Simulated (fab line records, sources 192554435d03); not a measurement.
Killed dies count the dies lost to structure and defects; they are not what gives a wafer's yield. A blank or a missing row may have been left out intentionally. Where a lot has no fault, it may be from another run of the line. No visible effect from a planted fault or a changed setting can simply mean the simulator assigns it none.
What tool caused it?    flow n5_finfet    24 lots with 72 wafers sampled at 5 steps, on a route of 1938 steps

WHAT THE GAUGES SHOWED, per wafer
N5_BEOL_M10_INSPECT_58: inspects for defects (darkfield).
lot   measured      on                 raw_defect_count
L076  day 12 00:02  defect_inspect-02  64 71 93
L078  day 12 12:04  defect_inspect-01  50 44 42
L074  day 12 16:22  defect_inspect-02  66 70 43
L077  day 12 20:17  defect_inspect-01  57 39 72
L079  day 12 23:53  defect_inspect-01  66 44 81
L080  day 13 01:09  defect_inspect-01  66 105 77
L075  day 13 05:18  defect_inspect-02  78 69 76
L081  day 13 18:11  defect_inspect-02  73 44 64
L083  day 13 23:39  defect_inspect-02  86 50 56
L082  day 14 00:58  defect_inspect-01  46 61 36
L086  day 15 01:28  defect_inspect-02  67 69 86
L084  day 15 06:46  defect_inspect-01  63 45 97
L085  day 15 07:57  defect_inspect-02  78 94 85
L087  day 15 10:04  defect_inspect-02  79 78 79
L089  day 16 03:11  defect_inspect-01  39 36 31
L088  day 16 03:12  defect_inspect-02  54 49 72
L091  day 16 03:41  defect_inspect-01  40 81 77
L094  day 16 08:38  defect_inspect-02  50 68 61
L090  day 16 12:44  defect_inspect-01  93 55 123
L092  day 16 20:13  defect_inspect-02  105 120 66
L093  day 16 22:20  defect_inspect-02  62 63 74
L095  day 18 03:52  defect_inspect-01  60 65 84
L096  day 18 04:32  defect_inspect-02  91 75 59
L097  day 19 01:15  defect_inspect-02  64 51 85

N5_BEOL_M11_OVL_MEAS_12.
lot   measured      on          M11_OVL (nm)
L076  day 12 03:08  overlay-02  -0.7 -1.0 -0.2
L078  day 12 14:54  overlay-02  -0.5 0.0 0.2
L074  day 12 18:48  overlay-01  1.3 -0.6 -0.9
L077  day 12 22:50  overlay-02  0.0 1.2 -0.3
L079  day 13 03:05  overlay-01  0.5 0.8 1.6
L080  day 13 03:29  overlay-02  0.5 1.2 0.9
L075  day 13 07:56  overlay-01  -1.0 -0.2 0.1
L081  day 13 20:09  overlay-02  0.6 0.3 0.0
L083  day 14 01:19  overlay-02  0.6 0.2 1.3
L082  day 14 04:36  overlay-02  -0.8 -1.1 -1.0
L086  day 15 03:43  overlay-01  0.3 -0.3 0.3
L084  day 15 08:12  overlay-02  -1.0 -0.2 -0.1
L085  day 15 09:47  overlay-01  0.2 -0.4 -0.3
L087  day 15 13:26  overlay-02  -0.1 -0.8 0.8
L089  day 16 06:05  overlay-02  -0.1 0.7 -0.8
L088  day 16 06:18  overlay-02  -1.1 -1.7 0.5
L091  day 16 06:30  overlay-01  0.3 1.4 1.0
L094  day 16 10:27  overlay-01  1.4 0.6 -0.3
L090  day 16 14:55  overlay-01  -1.7 0.7 0.4
L092  day 16 21:29  overlay-02  1.0 0.3 0.5
L093  day 17 00:14  overlay-01  0.3 0.6 0.4
L095  day 18 06:58  overlay-01  0.8 -1.0 0.3
L096  day 18 07:41  overlay-01  0.1 -0.9 -0.9
L097  day 19 02:57  overlay-02  0.0 -0.1 -0.4

N5_BEOL_M11_CD_MEAS_35: target cd 70 nm.
lot   measured      on         cd_nm (nm)
L076  day 12 04:47  cd_sem-02  70.6 70.8 70.7
L078  day 12 18:04  cd_sem-01  70.5 70.5 69.1
L074  day 12 22:31  cd_sem-03  69.9 69.5 70.6
L077  day 13 02:24  cd_sem-03  70.0 70.4 69.6
L079  day 13 04:56  cd_sem-03  69.0 69.8 69.2
L080  day 13 05:22  cd_sem-03  71.0 69.7 70.1
L075  day 13 11:53  cd_sem-03  69.7 70.1 70.9
L081  day 13 23:31  cd_sem-02  69.9 69.5 69.6
L083  day 14 05:42  cd_sem-03  68.6 69.3 69.1
L082  day 14 13:02  cd_sem-03  69.8 69.8 69.6
L086  day 15 06:05  cd_sem-02  69.6 70.6 69.7
L084  day 15 11:10  cd_sem-01  70.1 70.0 71.0
L085  day 15 13:53  cd_sem-03  70.0 68.8 70.3
L087  day 15 15:05  cd_sem-03  69.6 69.2 71.3
L089  day 16 10:18  cd_sem-03  69.6 69.6 69.6
L088  day 16 09:53  cd_sem-03  69.3 69.4 69.5
L091  day 16 11:25  cd_sem-02  69.5 70.0 70.1
L094  day 16 13:26  cd_sem-02  70.0 70.3 71.4
L090  day 16 16:50  cd_sem-03  69.7 70.4 70.3
L092  day 16 23:26  cd_sem-03  69.9 69.7 69.5
L093  day 17 04:07  cd_sem-02  70.0 69.1 69.9
L095  day 18 08:47  cd_sem-03  70.0 69.6 70.0
L096  day 18 09:31  cd_sem-03  70.6 69.7 70.7
L097  day 19 05:30  cd_sem-02  70.1 70.2 70.2

EACH LOT AND THE TOOL THAT RAN IT (in order: tool; ch and the chambers of the sampled wafers; start)
lot   N5_BEOL_M11_HM_DEP_02         N5_BEOL_M11_STRIP_36
L076  pvd_sputter-02, day 12 02:44  rie_diel-05 ch 0,1,2, day 12 04:25
L078  pvd_sputter-01, day 12 14:22  rie_diel-05 ch 2,3, day 12 17:41
L074  pvd_sputter-03, day 12 18:16  rie_diel-05 ch 0,2,3, day 12 22:08
L077  pvd_sputter-03, day 12 22:19  rie_diel-04 ch 1,2, day 13 02:01
L079  pvd_sputter-01, day 13 02:34  rie_diel-05 ch 1,3, day 13 04:33
L080  pvd_sputter-03, day 13 02:57  rie_diel-04 ch 1,2,3, day 13 05:00
L075  pvd_sputter-02, day 13 07:24  rie_diel-04 ch 0,2, day 13 11:31
L081  pvd_sputter-03, day 13 19:44  rie_diel-05 ch 2,3, day 13 23:08
L083  pvd_sputter-03, day 14 00:55  rie_diel-01 ch 0,1,2, day 14 05:20
L082  pvd_sputter-01, day 14 04:04  rie_diel-05 ch 0,2,3, day 14 12:40
L086  pvd_sputter-03, day 15 03:11  rie_diel-04 ch 0,2,3, day 15 05:43
L084  pvd_sputter-02, day 15 07:48  rie_diel-05 ch 0,1,2, day 15 10:47
L085  pvd_sputter-03, day 15 09:23  rie_diel-01 ch 2,3, day 15 13:31
L087  pvd_sputter-03, day 15 13:02  rie_diel-01 ch 0,2,3, day 15 14:43
L089  pvd_sputter-01, day 16 05:40  rie_diel-04 ch 0,1,2, day 16 09:55
L088  pvd_sputter-01, day 16 05:46  rie_diel-05 ch 1,2,3, day 16 09:30
L091  pvd_sputter-01, day 16 05:58  rie_diel-04 ch 0,2, day 16 11:02
L094  pvd_sputter-01, day 16 10:03  rie_diel-01 ch 0,1,3, day 16 13:02
L090  pvd_sputter-01, day 16 14:23  rie_diel-01 ch 1,2,3, day 16 16:27
L092  pvd_sputter-02, day 16 20:58  rie_diel-05 ch 0,1,2, day 16 23:03
L093  pvd_sputter-03, day 16 23:50  rie_diel-04 ch 0,3, day 17 03:44
L095  pvd_sputter-02, day 18 06:26  rie_diel-04 ch 1,2,3, day 18 08:24
L096  pvd_sputter-02, day 18 07:10  rie_diel-04 ch 1,2,3, day 18 09:08
L097  pvd_sputter-02, day 19 02:25  rie_diel-04 ch 0,1, day 19 05:07
- N5_BEOL_M11_HM_DEP_02: deposits TiN, target thk 20 nm.
- N5_BEOL_M11_STRIP_36: strips in N2/H2.

AS READ BY THE TOOLS THEMSELVES (means over the sampled wafers that have a number; for cases with no such wafer, the mark the record gives instead)
N5_BEOL_M11_HM_DEP_02.
lot   tool            throttle_valve_pct (%)
L076  pvd_sputter-02  29.2
L078  pvd_sputter-01  29.5
L074  pvd_sputter-03  30.2
L077  pvd_sputter-03  30.4
L079  pvd_sputter-01  29.4
L080  pvd_sputter-03  29.8
L075  pvd_sputter-02  29.8
L081  pvd_sputter-03  30.3
L083  pvd_sputter-03  30.3
L082  pvd_sputter-01  30.5
L086  pvd_sputter-03  30.4
L084  pvd_sputter-02  29.6
L085  pvd_sputter-03  30.5
L087  pvd_sputter-03  30.9
L089  pvd_sputter-01  29.9
L088  pvd_sputter-01  29.0
L091  pvd_sputter-01  29.7
L094  pvd_sputter-01  29.0
L090  pvd_sputter-01  29.5
L092  pvd_sputter-02  29.6
L093  pvd_sputter-03  30.5
L095  pvd_sputter-02  29.6
L096  pvd_sputter-02  29.1
L097  pvd_sputter-02  29.3

N5_BEOL_M11_STRIP_36.
lot   tool         bias_power_w (W)  drypump_motor_current_A (A)  oes_product_au (a.u.)  rf_vpp_V (V)  showerhead_plenum_p_Torr (Torr)  throttle_valve_pct (%)
L076  rie_diel-05  6.998             5.4                          0.77                   58.8          2.58                             23.82
L078  rie_diel-05  7.010             5.4                          0.77                   57.9          2.43                             23.50
L074  rie_diel-05  7.005             5.1                          0.75                   56.9          2.50                             23.66
L077  rie_diel-04  7.004             5.7                          0.79                   60.0          2.45                             23.67
L079  rie_diel-05  6.987             5.3                          0.84                   60.1          2.53                             23.84
L080  rie_diel-04  7.007             5.7                          0.75                   58.4          2.46                             23.67
L075  rie_diel-04  6.983             5.7                          0.91                   59.6          2.48                             23.64
L081  rie_diel-05  6.995             5.2                          0.80                   58.0          2.44                             23.63
L083  rie_diel-01  7.011             5.8                          0.79                   59.2          2.60                             23.75
L082  rie_diel-05  7.004             5.1                          0.75                   61.2          2.49                             23.70
L086  rie_diel-04  7.016             5.7                          0.87                   59.3          2.47                             23.59
L084  rie_diel-05  6.986             5.4                          0.74                   58.6          2.57                             23.83
L085  rie_diel-01  6.979             5.5                          0.81                   60.0          2.53                             23.51
L087  rie_diel-01  7.005             5.9                          0.83                   57.0          2.54                             23.65
L089  rie_diel-04  7.007             5.7                          0.80                   59.5          2.45                             23.70
L088  rie_diel-05  7.003             5.5                          0.77                   57.8          2.50                             23.80
L091  rie_diel-04  6.982             5.7                          0.85                   58.4          2.47                             23.63
L094  rie_diel-01  6.993             6.2                          0.89                   60.0          2.55                             23.61
L090  rie_diel-01  6.994             5.9                          0.86                   59.7          2.54                             23.46
L092  rie_diel-05  7.003             5.4                          0.84                   56.9          2.56                             23.73
L093  rie_diel-04  6.997             5.9                          0.91                   58.6          2.50                             23.77
L095  rie_diel-04  7.018             5.7                          0.80                   59.6          2.44                             23.64
L096  rie_diel-04  7.000             5.7                          0.80                   59.7          2.44                             23.62
L097  rie_diel-04  6.986             5.8                          0.81                   59.3          2.46                             23.89

THE ANSWER, worked out from the rows above alone
Rule: the lots themselves supply what counts as usual. Put in order of their means at a reading, lots are off if they are a third of the lots or fewer, leave a main group of 4 or more, and stand apart from it by a gap of 3 or more times the standard deviation of the main group's means; of several such gaps the widest counts. If all means in a main group match to the digits the tables above print for the reading, that group is not used. Also off: a lot with no number at a reading for which 4 or more lots have one. The other lots that the step has rows for count as sound. First the gauges in route order, then the tools' own readings, where a lot's mean is used as printed above. At the first step where some lot is off, the reading lying furthest off is the one used; lots without a number count as furthest.
No lot is off at any reading shown: from this, nothing can be told.

WHAT HAD BEEN PUT IN BY THE SIMULATOR
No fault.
